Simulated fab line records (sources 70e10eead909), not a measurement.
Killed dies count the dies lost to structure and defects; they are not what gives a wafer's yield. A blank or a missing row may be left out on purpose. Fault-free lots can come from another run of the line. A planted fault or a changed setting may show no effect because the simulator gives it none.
fab line records + flow nandHarc
[record]
- lots = 12
- wafers = 36
- lastDay = 32
route steps=1302 shown P_CONTACT@247 P_M0@267 END@1302
lots untouched by any fault: they come from a run of this same line in which no faults occurred
startH: hours from the record's opening day to when the first of the lot's shown wafers began + waitH: hours since the lot's step before + " unchanged from the row above + L1.1+2: one row covering several wafers at once + - no value, or no start given + * or withheld: withheld + < > ~ a bound
route shown NAME@n: names a module that has steps shown in the file, with the first one's number in the route + usual: the fault-free wafers' mean and standard deviation + same: alike in all rows + chamber/n: place in a boat + sites: readings site by site + _std_site: the values' standard deviation + _edge_site: outer sites' mean less inner sites' + radiusMm: for every site, how far away it sits from the centre of the wafer + mask NAME#n: copy n + behind: the last tool/chamber to shape the wafer + hold: reason for holding the lot/hours on hold/outcome of the hold + device: whichever transistor did not switch (one of n, p or np) + end of line: the tests these same wafers got at the end of their route + where a step has no rows: the recipe by itself + killed: dies lost to structure and defects at the first sort, not the wafer's yield + map: dies across one wafer; x = killed, . = not, _ = none there
set.NAME: setting as actually run; set.NAME@STEP: the setting as run at that earlier step + model.NAME: the simulator's own value behind a step, which no gauge read
a sample of lots followed through the steps of the route, with each step as a table and each wafer as a row
services: the hour from which a tool's chamber was out of use, counted from the record's first day as startH (under 0 if before that day), plus the number of hours and why
[[steps]]
[step NHARC_P_CONTACT_ALD_22]
[recipe]
- targetThkA = 30
- pulseTimeS = 1
- aldCycles = 150
- tempC = 450
- material = TiN
[usual]
- heaterPowerW = 1084/74
- precursorPulseHeightRel = 1.000/0.022
| lot.wafer | tool        | chamber | startH | waitH | heaterPowerW | precursorPulseHeightRel | sinceWetCleanH |
|-----------|-------------|---------|--------|-------|--------------|-------------------------|----------------|
| L729.3    | aldMetal-02 | 0       | 123.49 | -     | 1206         | 0.978                   | 38             |
| L729.1    | "           | 1       | "      | "     | 1053         | 1.018                   | 38             |
| L729.5    | "           | 0       | "      | "     | 1197         | 1.008                   | -              |
| L730.3    | aldMetal-04 | 0       | 128.28 | -     | 1107         | 1.019                   | 0              |
| L730.5    | "           | 2       | "      | "     | 947          | 0.996                   | -              |
| L730.4    | "           | 1       | "      | "     | 985          | 0.986                   | -              |
| L731.2    | aldMetal-01 | 3       | 146.57 | -     | 1093         | 1.014                   | 145            |
| L731.3    | "           | 0       | "      | "     | 976          | 1.019                   | 145            |
| L731.6    | "           | 3       | "      | "     | 1069         | 1.029                   | -              |
| L732.2    | aldMetal-01 | 3       | 155.78 | -     | 1110         | 0.996                   | 154            |
| L732.4    | "           | 1       | "      | "     | 1254         | 1.019                   | 154            |
| L732.5    | "           | 2       | "      | "     | 1102         | 0.993                   | -              |
| L733.2    | aldMetal-02 | 0       | 158.73 | -     | 1188         | 0.994                   | 73             |
| L733.4    | "           | 2       | "      | "     | 1117         | 1.020                   | 73             |
| L733.6    | "           | 0       | "      | "     | 1208         | 1.025                   | -              |
| L734.1    | aldMetal-04 | 2       | 178.14 | -     | 988          | 1.020                   | 50             |
| L734.4    | "           | 3       | "      | "     | 1095         | 1.003                   | 50             |
| L734.2    | "           | 0       | "      | "     | 1076         | 1.000                   | 50             |
| L736.2    | aldMetal-02 | 2       | 195.98 | -     | 1115         | 0.999                   | 110            |
| L736.1    | "           | 0       | "      | "     | 1232         | 0.968                   | 110            |
| L736.5    | "           | 1       | "      | "     | 1041         | 1.017                   | -              |
| L738.1    | aldMetal-04 | 2       | 216.33 | -     | 999          | 1.009                   | 88             |
| L738.3    | "           | 0       | "      | "     | 1138         | 0.962                   | 88             |
| L738.2    | "           | 1       | "      | "     | 1019         | 1.008                   | 88             |
| L739.1    | aldMetal-02 | 1       | 225.52 | -     | 1039         | 0.996                   | 140            |
| L739.3    | "           | 2       | "      | "     | 1161         | 1.005                   | 140            |
| L739.5    | "           | 1       | "      | "     | 1063         | 1.011                   | -              |
| L740.2    | aldMetal-02 | 3       | 238.09 | -     | 1142         | 0.987                   | 152            |
| L740.1    | "           | 1       | "      | "     | 1077         | 1.021                   | 152            |
| L740.5    | "           | 3       | "      | "     | 1124         | 1.042                   | -              |
| L741.3    | aldMetal-04 | 2       | 239.11 | -     | 983          | 0.992                   | 111            |
| L741.1    | "           | 3       | "      | "     | 1128         | 1.025                   | 111            |
| L741.6    | "           | 2       | "      | "     | 951          | 0.973                   | -              |
| L750.4    | aldMetal-04 | 0       | 323.13 | -     | 1141         | 0.980                   | 17             |
| L750.2    | "           | 3       | "      | "     | 1118         | 1.027                   | 17             |
| L750.6    | "           | 0       | "      | "     | 1099         | 0.996                   | -              |
[step NHARC_P_M0_ETCH_34]
[recipe]
- targetDepthA = 400
- overetchA = 120
- timeS = 43.94
- ionEnergyEv = 200
- n2FlowSccm = 150
- h2FlowSccm = 150
- arFlowSccm = 0
- rfW = 400
- biasW = 150
- chemistry = N2/H2
[usual]
- drypumpMotorCurrentA = 5.5/0.41
- oesProductAu = 1.001/0.0083
- rfVppV = 430.0/2.5
- showerheadPlenumPTorr = 2.02/0.083
- throttleValvePct = 14.172/0.01
[same]
- timeS = 43.94
| lot.wafer | tool       | chamber | startH | waitH | drypumpMotorCurrentA | oesProductAu | rfHoursCounterH | rfVppV | showerheadPlenumPTorr | throttleValvePct |
|-----------|------------|---------|--------|-------|----------------------|--------------|-----------------|--------|-----------------------|------------------|
| L729.3    | rieDiel-05 | 3       | 125.90 | 0.1   | 5.3                  | 1.011        | 16              | 432.8  | 2.06                  | 14.181           |
| L729.1    | "          | 0       | "      | "     | 5.4                  | 1.005        | 16              | 432.1  | 2.04                  | 14.178           |
| L729.5    | "          | 3       | "      | "     | 5.2                  | 1.008        | -               | 430.9  | 2.06                  | 14.174           |
| L730.3    | rieDiel-03 | 2       | 130.72 | 0.1   | 6.2                  | 0.990        | 3               | 430.3  | 2.07                  | 14.168           |
| L730.4    | "          | 3       | "      | "     | 5.9                  | 1.010        | 3               | 428.5  | 1.98                  | 14.168           |
| L730.5    | "          | 2       | "      | "     | 6.2                  | 1.009        | -               | 431.4  | 2.07                  | 14.166           |
| L731.3    | rieDiel-03 | 1       | 149.00 | 0.1   | 5.4                  | 1.003        | 6               | 432.6  | 2.15                  | 14.181           |
| L731.2    | "          | 2       | "      | "     | 6.3                  | 1.001        | 5               | 430.7  | 2.07                  | 14.179           |
| L731.6    | "          | 1       | "      | "     | 5.4                  | 0.992        | -               | 431.3  | 2.15                  | 14.170           |
| L732.4    | rieDiel-03 | 0       | 158.19 | 0.1   | 5.3                  | 0.989        | 5               | 428.2  | 1.90                  | 14.161           |
| L732.2    | "          | 1       | "      | "     | 5.4                  | 0.994        | 7               | 434.3  | 2.15                  | 14.167           |
| L732.5    | "          | 1       | "      | "     | 5.4                  | 0.994        | -               | 433.8  | 2.15                  | 14.169           |
| L733.4    | rieDiel-13 | 1       | 161.16 | 0.1   | 5.3                  | 0.999        | 48              | 435.2  | 2.20                  | 14.171           |
| L733.2    | "          | 2       | "      | "     | 5.2                  | 0.989        | 57              | 429.5  | 2.02                  | 14.168           |
| L733.6    | "          | 1       | "      | "     | 5.3                  | 0.996        | -               | 436.1  | 2.20                  | 14.187           |
| L734.1    | rieDiel-05 | 3       | 180.57 | 0.1   | 5.2                  | 1.012        | 35              | 431.2  | 2.05                  | 14.172           |
| L734.2    | "          | 0       | "      | "     | 5.5                  | 1.004        | 36              | 429.8  | 2.04                  | 14.158           |
| L734.4    | "          | 1       | "      | "     | 5.4                  | 1.006        | 35              | 429.8  | 1.98                  | 14.170           |
| L736.2    | rieDiel-13 | 0       | 198.45 | 0.1   | 6.4                  | 0.997        | 11              | 429.7  | 2.00                  | 14.184           |
| L736.1    | "          | 1       | "      | "     | 5.3                  | 0.994        | 11              | 435.1  | 2.19                  | 14.163           |
| L736.5    | "          | 0       | "      | "     | 6.4                  | 1.000        | -               | 430.4  | 2.00                  | 14.173           |
| L738.2    | rieDiel-05 | 1       | 218.79 | 0.1   | 5.4                  | 1.003        | 46              | 427.4  | 1.98                  | 14.167           |
| L738.3    | "          | 2       | "      | "     | 5.1                  | 1.004        | 44              | 429.4  | 2.00                  | 14.167           |
| L738.1    | "          | 3       | "      | "     | 5.2                  | 1.005        | 45              | 431.7  | 2.05                  | 14.183           |
| L739.1    | rieDiel-03 | 1       | 227.94 | 0.1   | 5.4                  | 1.004        | 19              | 433.1  | 2.15                  | 14.182           |
| L739.3    | "          | 3       | "      | "     | 5.9                  | 0.994        | 20              | 428.2  | 1.98                  | 14.159           |
| L739.5    | "          | 2       | "      | "     | 6.3                  | 1.017        | -               | 431.2  | 2.06                  | 14.172           |
| L740.2    | rieDiel-03 | 0       | 240.55 | 0.1   | 5.3                  | 1.007        | 21              | 426.6  | 1.89                  | 14.197           |
| L740.1    | "          | 2       | "      | "     | 6.2                  | 1.011        | 21              | 431.0  | 2.06                  | 14.179           |
| L740.5    | "          | 0       | "      | "     | 5.3                  | 1.003        | -               | 424.7  | 1.89                  | 14.181           |
| L741.3    | rieDiel-13 | 3       | 241.67 | 0.1   | 5.2                  | 0.994        | 29              | 427.4  | 1.97                  | 14.157           |
| L741.1    | "          | 1       | "      | "     | 5.3                  | 1.009        | 19              | 432.7  | 2.19                  | 14.163           |
| L741.6    | "          | 3       | "      | "     | 5.2                  | 0.993        | -               | 428.1  | 1.97                  | 14.163           |
| L750.2    | rieDiel-13 | 2       | 325.58 | 0.1   | 5.2                  | 0.997        | 52              | 428.3  | 2.00                  | 14.164           |
| L750.6    | "          | 0       | "      | "     | 6.4                  | 1.006        | -               | 429.2  | 1.99                  | 14.163           |
| L750.4    | "          | 2       | "      | "     | 5.2                  | 0.997        | -               | 428.9  | 2.00                  | 14.168           |
[step NHARC_P_M0_ECD_22]
[recipe]
- targetThkA = 4000
- bathTempC = 25
- material = Cu
| lot.wafer  | tool     | chamber | startH | waitH |
|------------|----------|---------|--------|-------|
| L729.1+3+5 | ecdCu-01 | 0,1,1   | 127.14 | -     |
| L730.3+4+5 | ecdCu-02 | 1,0,0   | 132.00 | -     |
| L731.2+3+6 | ecdCu-01 | 1       | 150.25 | -     |
| L732.2+4+5 | ecdCu-01 | 1       | 159.38 | -     |
| L733.2+4+6 | ecdCu-02 | 1,1,0   | 162.68 | -     |
| L734.1+2+4 | ecdCu-01 | 0,1,1   | 181.77 | -     |
| L736.2+1+5 | ecdCu-01 | 1,0,1   | 199.64 | -     |
| L738.2+1+3 | ecdCu-01 | 1,0,1   | 220.03 | -     |
| L739.1+3+5 | ecdCu-02 | 0       | 229.18 | -     |
| L740.1+2+5 | ecdCu-02 | 1,0,0   | 241.79 | -     |
| L741.1+3+6 | ecdCu-02 | 1,0,0   | 242.88 | -     |
| L750.2+4+6 | ecdCu-02 | 1,0,1   | 326.84 | -     |
[step NHARC_P_M0_CMP_23]
[recipe]
- tOverpolishS = 20
- targetThkNm = 117.54
[usual]
- motorCurrentA = 12.5/0.99
- slurryFilterDpKPa = 13.50/0.13
- timeToEndpointS = 28.1/2.5
| lot.wafer | tool   | chamber | startH | waitH | motorCurrentA | slurryFilterDpKPa | timeToEndpointS |
|-----------|--------|---------|--------|-------|---------------|-------------------|-----------------|
| L729.1    | cmp-03 | 3       | 127.84 | -     | 13.3          | 13.41             | 26.6            |
| L729.3    | "      | 1       | "      | "     | 12.3          | 13.29             | 27.2            |
| L729.5    | "      | 3       | "      | "     | 12.1          | 13.41             | 24.7            |
| L730.4    | cmp-02 | 2       | 132.63 | -     | 12.6          | 13.42             | 26.1            |
| L730.3    | "      | 3       | "      | "     | 11.4          | 13.56             | 28.8            |
| L730.5    | "      | 3       | "      | "     | 11.1          | 13.41             | 26.8            |
| L731.2    | cmp-03 | 1       | 150.91 | -     | 12.6          | 13.14             | 25.6            |
| L731.3    | "      | 2       | "      | "     | 11.8          | 13.56             | 26.7            |
| L731.6    | "      | 2       | "      | "     | 11.8          | 13.49             | 29.5            |
| L732.4    | cmp-03 | 0       | 160.13 | -     | 12.8          | 13.36             | 26.4            |
| L732.2    | "      | 3       | "      | "     | 12.3          | 13.47             | 28.3            |
| L732.5    | "      | 0       | "      | "     | 12.5          | 13.56             | 26.9            |
| L733.4    | cmp-02 | 3       | 163.45 | -     | 11.8          | 13.53             | 30.5            |
| L733.2    | "      | 0       | "      | "     | 14.1          | 13.64             | 27.6            |
| L733.6    | "      | 2       | "      | "     | 13.1          | 13.47             | 29.0            |
| L734.2    | cmp-01 | 2       | 182.52 | -     | 13.7          | 13.36             | 28.7            |
| L734.1    | "      | 3       | "      | "     | 10.9          | 13.63             | 26.2            |
| L734.4    | "      | 0       | "      | "     | 13.1          | 13.48             | 28.7            |
| L736.1    | cmp-02 | 3       | 200.39 | -     | 11.3          | 13.70             | 27.5            |
| L736.2    | "      | 1       | "      | "     | 13.6          | 13.52             | 29.0            |
| L736.5    | "      | 3       | "      | "     | 11.6          | 13.64             | 29.3            |
| L738.3    | cmp-02 | 3       | 220.78 | -     | 11.5          | 13.51             | 28.0            |
| L738.1    | "      | 0       | "      | "     | 13.2          | 13.46             | 25.7            |
| L738.2    | "      | 1       | "      | "     | 12.4          | 13.64             | 29.5            |
| L739.1    | cmp-02 | 2       | 229.86 | -     | 12.3          | 13.49             | 27.6            |
| L739.3    | "      | 0       | "      | "     | 13.4          | 13.54             | 23.2            |
| L739.5    | "      | 2       | "      | "     | 12.2          | 13.39             | 25.4            |
| L740.1    | cmp-03 | 3       | 242.57 | -     | 12.5          | 13.49             | 28.2            |
| L740.2    | "      | 0       | "      | "     | 12.1          | 13.28             | 28.2            |
| L740.5    | "      | 2       | "      | "     | 11.8          | 13.65             | 30.4            |
| L741.3    | cmp-01 | 2       | 243.60 | -     | 13.7          | 13.39             | 31.7            |
| L741.1    | "      | 0       | "      | "     | 12.9          | 13.33             | 28.0            |
| L741.6    | "      | 2       | "      | "     | 13.1          | 13.56             | 28.7            |
| L750.4    | cmp-01 | 3       | 327.52 | -     | 10.5          | 13.50             | 22.0            |
| L750.2    | "      | 1       | "      | "     | 12.2          | 13.59             | 40.3            |
| L750.6    | "      | 3       | "      | "     | 10.6          | 13.74             | 22.5            |
[step NHARC_P_M0_INSPECT_27]
[usual]
- rawDefectCount = 283/110
| lot.wafer | tool             | chamber | startH | waitH | rawDefectCount |
|-----------|------------------|---------|--------|-------|----------------|
| L729.1    | defectInspect-02 | -       | 128.28 | 0.0   | 287            |
| L729.3    | "                | -       | "      | "     | 375            |
| L729.5    | "                | -       | "      | "     | 286            |
| L730.3    | defectInspect-02 | -       | 133.10 | 0.0   | 215            |
| L730.4    | "                | -       | "      | "     | 268            |
| L730.5    | "                | -       | "      | "     | 320            |
| L731.2    | defectInspect-01 | -       | 151.38 | 0.0   | 144            |
| L731.3    | "                | -       | "      | "     | 116            |
| L731.6    | "                | -       | "      | "     | 170            |
| L732.2    | defectInspect-02 | -       | 160.61 | 0.0   | 293            |
| L732.4    | "                | -       | "      | "     | 571            |
| L732.5    | "                | -       | "      | "     | 330            |
| L733.2    | defectInspect-02 | -       | 163.88 | 0.0   | 205            |
| L733.4    | "                | -       | "      | "     | 158            |
| L733.6    | "                | -       | "      | "     | 229            |
| L734.1    | defectInspect-01 | -       | 182.99 | 0.0   | 193            |
| L734.2    | "                | -       | "      | "     | 291            |
| L734.4    | "                | -       | "      | "     | 351            |
| L736.1    | defectInspect-02 | -       | 200.83 | 0.0   | 212            |
| L736.2    | "                | -       | "      | "     | 363            |
| L736.5    | "                | -       | "      | "     | 171            |
| L738.1    | defectInspect-02 | -       | 221.22 | 0.0   | 298            |
| L738.2    | "                | -       | "      | "     | 379            |
| L738.3    | "                | -       | "      | "     | 179            |
| L739.1    | defectInspect-01 | -       | 230.32 | 0.0   | 270            |
| L739.3    | "                | -       | "      | "     | 370            |
| L739.5    | "                | -       | "      | "     | 147            |
| L740.1    | defectInspect-02 | -       | 243.01 | 0.0   | 381            |
| L740.2    | "                | -       | "      | "     | 347            |
| L740.5    | "                | -       | "      | "     | 290            |
| L741.1    | defectInspect-01 | -       | 244.08 | 0.0   | 379            |
| L741.3    | "                | -       | "      | "     | 308            |
| L741.6    | "                | -       | "      | "     | 352            |
| L750.2    | defectInspect-01 | -       | 327.99 | 0.0   | 244            |
| L750.4    | "                | -       | "      | "     | 168            |
| L750.6    | "                | -       | "      | "     | 201            |
[step NHARC_END_SORT_01]
[recipe]
- tempC = 25
[usual]
- defectLimitedYield = 91/3.4
- killedAtArray = 57/24
- killedAtOther = 0.7/0.94
- killedAtPeriphery = 3.8/2.5
- killedDies = 62/23
- killedOpen = 3.1/1.8
- killedShort = 2.5/1.6
[same]
- grossDies = 677
| lot.wafer | tool      | chamber | startH | waitH | defectLimitedYield[%] | killedAtArray | killedAtOther | killedAtPeriphery | killedDies | killedOpen | killedShort |
|-----------|-----------|---------|--------|-------|-----------------------|---------------|---------------|-------------------|------------|------------|-------------|
| L729.1    | prober-01 | 0       | 580.10 | 2.5   | 96                    | 21            | 1             | 3                 | 25         | 4          | 2           |
| L729.3    | prober-01 | 0       | 581.71 | 3.1   | 95                    | 25            | 2             | 5                 | 32         | 3          | 2           |
| L729.5    | prober-01 | 0       | 583.32 | 3.7   | 96                    | 22            | 1             | 1                 | 24         | 2          | 1           |
| L733.2    | prober-02 | 0       | 604.27 | 2.8   | 89                    | 72            | 3             | 2                 | 77         | 0          | 1           |
| L733.4    | prober-02 | 0       | 605.83 | 3.3   | 88                    | 71            | 3             | 5                 | 79         | 2          | 2           |
| L733.6    | prober-02 | 0       | 607.38 | 3.9   | 87                    | 77            | 4             | 6                 | 87         | 7          | 1           |
| L736.1    | prober-01 | 0       | 657.54 | 2.5   | 91                    | 61            | 0             | 3                 | 64         | 3          | 5           |
| L736.2    | prober-01 | 0       | 658.35 | 2.8   | 91                    | 60            | 1             | 0                 | 61         | 0          | 3           |
| L736.5    | prober-01 | 0       | 660.76 | 3.7   | 90                    | 61            | 0             | 4                 | 65         | 2          | 4           |
| L738.1    | prober-02 | 0       | 665.39 | 2.5   | 88                    | 74            | 1             | 3                 | 78         | 3          | 7           |
| L738.2    | prober-02 | 0       | 666.20 | 2.8   | 89                    | 69            | 0             | 4                 | 73         | 3          | 4           |
| L738.3    | prober-02 | 0       | 667.00 | 3.1   | 89                    | 72            | 1             | 3                 | 76         | 4          | 3           |
| L739.5    | prober-01 | 0       | 676.31 | 3.7   | 90                    | 71            | 0             | 0                 | 71         | 0          | 0           |
| L740.1    | prober-01 | 0       | 694.54 | 2.5   | 91                    | 61            | 1             | 2                 | 64         | 3          | 0           |
| L740.2    | prober-01 | 0       | 695.35 | 2.8   | 90                    | 62            | 0             | 4                 | 66         | 1          | 2           |
| L740.5    | prober-01 | 0       | 697.77 | 3.7   | 91                    | 59            | 2             | 1                 | 62         | 3          | 1           |
// killed by level:class
L729.1 A_CHANNEL_HOLE_D2:chamberFilmFlake=8 A_STAIRCASE:chamberFilmFlake=3 A_DECK1_JOINT:chamberFilmFlake=2 A_CONTACT:chamberFilmFlake=2 P_CONTACT:geometricParticle:short=1 P_CONTACT:geometricParticle:open=1 A_ONON_D1:geometricParticle:short=1 A_SGD_CUT:geometricParticle:open=1
L729.3 A_CHANNEL_HOLE_D2:chamberFilmFlake=7 A_STAIRCASE:chamberFilmFlake=5 A_CONTACT:chamberFilmFlake=4 P_ZERO_WELL:chamberFilmFlake=2 A_CHANNEL_FILL_D1:chamberFilmFlake=2 A_WL_FILL:chamberFilmFlake=2 THIN_TSV:chamberFilmFlake=2 P_CONTACT:geometricParticle:open=1
L729.5 A_STAIRCASE:chamberFilmFlake=10 A_CHANNEL_HOLE_D2:chamberFilmFlake=3 A_CHANNEL_FILL_D1:chamberFilmFlake=2 A_CONTACT:chamberFilmFlake=2 P_CONTACT:geometricParticle:open=1 A_CHANNEL_HOLE_D2:geometricParticle:open=1 A_CONTACT:geometricParticle:short=1 A_ZERO_WELL:chamberFilmFlake=1
L733.2 A_SLIT:chamberFilmFlake=32 A_CHANNEL_HOLE_D2:chamberFilmFlake=28 A_CHANNEL_FILL_D1:chamberFilmFlake=4 THIN_TSV:chamberFilmFlake=3 A_CHANNEL_HOLE_D1:chamberFilmFlake=2 A_CONTACT:chamberFilmFlake=2 A_WL_FILL:geometricParticle:short=1 P_ZERO_WELL:chamberFilmFlake=1
L733.4 A_SLIT:chamberFilmFlake=31 A_CHANNEL_HOLE_D2:chamberFilmFlake=28 A_CHANNEL_HOLE_D1:chamberFilmFlake=4 P_STI:chamberFilmFlake=3 THIN_TSV:chamberFilmFlake=3 P_GATE:chamberFilmFlake=2 A_CHANNEL_HOLE_D2:geometricParticle:short=1 A_CHANNEL_HOLE_D2:geometricParticle:open=1
L733.6 A_CHANNEL_HOLE_D2:chamberFilmFlake=32 A_SLIT:chamberFilmFlake=27 A_CHANNEL_FILL_D1:chamberFilmFlake=5 THIN_TSV:chamberFilmFlake=4 A_CHANNEL_HOLE_D1:chamberFilmFlake=3 A_CHANNEL_FILL_D2:geometricParticle:open=2 P_GATE:chamberFilmFlake=2 A_STAIRCASE:chamberFilmFlake=2
L736.1 A_CHANNEL_HOLE_D1:chamberFilmFlake=35 A_CONTACT:chamberFilmFlake=8 A_CHANNEL_HOLE_D2:chamberFilmFlake=7 A_CHANNEL_FILL_D2:geometricParticle:short=3 A_WL_FILL:chamberFilmFlake=3 P_GATE:chamberFilmFlake=2 P_GATE:geometricParticle:open=1 A_ONON_D1:geometricParticle:short=1
L736.2 A_CHANNEL_HOLE_D1:chamberFilmFlake=35 A_CHANNEL_HOLE_D2:chamberFilmFlake=14 A_CONTACT:chamberFilmFlake=3 A_ONON_D2:geometricParticle:short=2 A_WL_FILL:chamberFilmFlake=2 A_CHANNEL_FILL_D2:geometricParticle:short=1 A_ZERO_WELL:chamberFilmFlake=1 A_STAIRCASE:chamberFilmFlake=1
L736.5 A_CHANNEL_HOLE_D1:chamberFilmFlake=38 A_CHANNEL_HOLE_D2:chamberFilmFlake=13 A_CHANNEL_FILL_D2:chamberFilmFlake=3 P_M1:geometricParticle:short=2 A_CHANNEL_FILL_D1:chamberFilmFlake=2 A_CONTACT:chamberFilmFlake=2 P_M1:geometricParticle:open=1 A_ONON_D2:geometricParticle:short=1
L738.1 A_CHANNEL_HOLE_D1:chamberFilmFlake=33 A_SLIT:chamberFilmFlake=29 A_CHANNEL_FILL_D2:geometricParticle:short=2 A_WL_FILL:geometricParticle:short=2 P_CONTACT:chamberFilmFlake=2 A_CONTACT:chamberFilmFlake=2 P_M2:geometricParticle:open=1 A_CHANNEL_HOLE_D1:geometricParticle:open=1
L738.2 A_SLIT:chamberFilmFlake=27 A_CHANNEL_HOLE_D1:chamberFilmFlake=24 A_WL_FILL:chamberFilmFlake=4 A_WL_FILL:geometricParticle:short=2 A_STAIRCASE:chamberFilmFlake=2 A_CONTACT:chamberFilmFlake=2 P_CONTACT:geometricParticle:open=1 A_CHANNEL_FILL_D1:geometricParticle:short=1
L738.3 A_SLIT:chamberFilmFlake=30 A_CHANNEL_HOLE_D1:chamberFilmFlake=29 A_CONTACT:chamberFilmFlake=3 A_STAIRCASE:chamberFilmFlake=2 P_GATE:geometricParticle:open=1 P_M2:geometricParticle:short=1 A_ONON_D2:geometricParticle:open=1 A_ONON_D2:geometricParticle:short=1
L739.5 A_CHANNEL_HOLE_D1:chamberFilmFlake=35 A_CHANNEL_HOLE_D2:chamberFilmFlake=23 A_SLIT:chamberFilmFlake=4 A_CONTACT:chamberFilmFlake=4 A_STAIRCASE:chamberFilmFlake=3 A_ZERO_WELL:chamberFilmFlake=2
L740.1 A_CHANNEL_HOLE_D1:chamberFilmFlake=30 A_CHANNEL_HOLE_D2:chamberFilmFlake=16 A_CONTACT:chamberFilmFlake=6 P_STI:chamberFilmFlake=2 A_ZERO_WELL:chamberFilmFlake=2 A_STAIRCASE:chamberFilmFlake=2 A_ONON_D1:geometricParticle:open=1 A_SGD_CUT:geometricParticle:open=1
L740.2 A_CHANNEL_HOLE_D1:chamberFilmFlake=35 A_CHANNEL_HOLE_D2:chamberFilmFlake=15 A_CONTACT:chamberFilmFlake=6 P_STI:chamberFilmFlake=2 A_ONON_D1:geometricParticle:open=1 A_ONON_D2:geometricParticle:short=1 A_M0:geometricParticle:short=1 P_M0:chamberFilmFlake=1
L740.5 A_CHANNEL_HOLE_D1:chamberFilmFlake=33 A_CHANNEL_HOLE_D2:chamberFilmFlake=11 A_CONTACT:chamberFilmFlake=6 A_SLIT:chamberFilmFlake=2 A_ONON_D1:geometricParticle:open=1 A_CHANNEL_FILL_D2:geometricParticle:open=1 A_M0:geometricParticle:short=1 STARTING-WAFER:geometricParticle:open=1
[[services]]
| tool        | chamber | startH | hours | kind   |
|-------------|---------|--------|-------|--------|
| rieDiel-03  | -       | 104.41 | 9.0   | pm     |
| aldMetal-04 | -       | 118.00 | 10.0  | pm     |
| aldMetal-02 | -       | 118.68 | 0.4   | repair |
| cmp-02      | -       | 119.22 | 1.0   | repair |
| rieDiel-03  | 0       | 127.01 | 3.0   | repair |
| cmp-02      | -       | 134.59 | 4.0   | pm     |
| cmp-02      | -       | 141.09 | 0.4   | repair |
| cmp-02      | -       | 142.22 | 0.7   | repair |
| ecdCu-01    | -       | 160.00 | 8.0   | pm     |
| aldMetal-04 | 1       | 179.27 | 6.2   | repair |
| aldMetal-02 | 3       | 195.74 | 7.2   | repair |
| ecdCu-02    | -       | 212.75 | 0.7   | repair |
| aldMetal-02 | 2       | 228.18 | 7.6   | repair |
| cmp-02      | -       | 232.59 | 4.0   | pm     |
| ecdCu-02    | -       | 244.27 | 8.0   | pm     |
| ecdCu-01    | -       | 245.00 | 2.2   | repair |
| aldMetal-02 | -       | 254.00 | 10.0  | pm     |
| aldMetal-04 | 0       | 264.45 | 7.3   | repair |
| aldMetal-02 | 0       | 268.21 | 24.7  | repair |
| ecdCu-02    | -       | 271.00 | 0.5   | repair |
| rieDiel-03  | -       | 281.42 | 9.0   | pm     |
| cmp-02      | -       | 285.74 | 1.3   | repair |
| aldMetal-04 | -       | 296.00 | 10.0  | pm     |
| rieDiel-03  | 2       | 308.46 | 2.3   | repair |
[[key]]
[firstSign]
- step = NHARC_P_M0_CMP_23
- reading = timeToEndpointS
- direction = up
- sigmas = 5
- usual = *
- struck = *
effect none on later readings
metAt NHARC_P_M0_ECD_22
struckLots L750
struckWafers L750.2
notActingAt NHARC_P_CONTACT_ALD_22,NHARC_P_M0_ETCH_34,NHARC_P_M0_INSPECT_27
onsetBetween 242.88 326.84
[fault]
- kind = processParameterDrift
- tool = ecdCu-02
- chamber = -
- onsetH = 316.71
- steps = NHARC_P_M0_ECD_22
- channel = targetThkA
- offset = *
- shape = step
- endH = 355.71
- scope = struckWafersOnly
- actsIn = *
- stated = *
